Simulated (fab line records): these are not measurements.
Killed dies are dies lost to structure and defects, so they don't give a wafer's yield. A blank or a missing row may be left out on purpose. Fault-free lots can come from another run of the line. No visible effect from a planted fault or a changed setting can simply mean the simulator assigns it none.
Matching of chambers    flow nand harc    4 sister chambers for NHARC_P_M1_STRIP_18 on rie diel-11
The step strips in N2/H2. 14 wafers are shown with their chamber, then 7 later ones without.

WAFERS, EACH WITH ITS CHAMBER
wafer   chamber  showerhead plenum p Torr (Torr)  drypump motor current A (A)  rf vpp V (V)
L074.1  3        1.99                             5.88                         90.2
L074.2  1        1.89                             6.17                         89.9
L074.5  3        1.99                             5.84                         90.4
L077.1  3        1.99                             5.87                         91.1
L077.2  1        1.89                             6.16                         89.8
L077.4  2        2.06                             5.54                         91.4
L082.1  3        1.99                             5.89                         90.9
L082.2  1        1.89                             6.18                         89.1
L082.4  0        2.14                             6.49                         90.2
L083.2  0        2.13                             6.47                         91.1
L083.4  3        1.99                             5.86                         90.1
L083.5  0        2.13                             6.48                         91.8
L086.1  3        1.99                             5.85                         89.7
L086.2  0        2.13                             6.44                         90.6

SIGNATURES (averages over the wafers above)
reading                   chamber 0  chamber 1  chamber 2  chamber 3  scatter within a chamber
showerhead plenum p Torr  2.1325     1.8900     2.0600     1.9900     0.00274
drypump motor current A   6.4700     6.1700     5.5400     5.8650     0.0183
rf vpp V                  90.925     89.600     91.400     90.400     0.563
Rule: distance of a wafer from a chamber = root of the sum over the readings of ((wafer's reading minus chamber's mean) / reading's scatter) squared. The wafer belongs to the nearest chamber; if the next one is less than 2 further off, it can't be placed. How the scatter is found: for the shown wafers, subtract from each reading the mean of its chamber, square and add these, divide the total by (wafers less chambers), then take the root.

WAFERS WITHOUT THEIR CHAMBER
wafer   showerhead plenum p Torr (Torr)  drypump motor current A (A)  rf vpp V (V)
L086.4  2.06                             5.53                         92.4
L095.2  2.13                             6.46                         91.6
L095.3  1.99                             5.91                         89.8
L095.6  2.06                             5.56                         90.4
L096.1  2.06                             5.54                         91.4
L096.3  1.88                             6.19                         89.6
L096.6  2.06                             5.54                         89.6

EACH ONE'S CHAMBER
wafer   from the rows above  in truth
L086.4  2                    2
L095.2  0                    0
L095.3  3                    3
L095.6  2                    2
L096.1  2                    2
L096.3  1                    1
L096.6  2                    2
Correct placement for 7 of the 7. From these rows, 0 cannot be placed. Placed wrongly: 0.
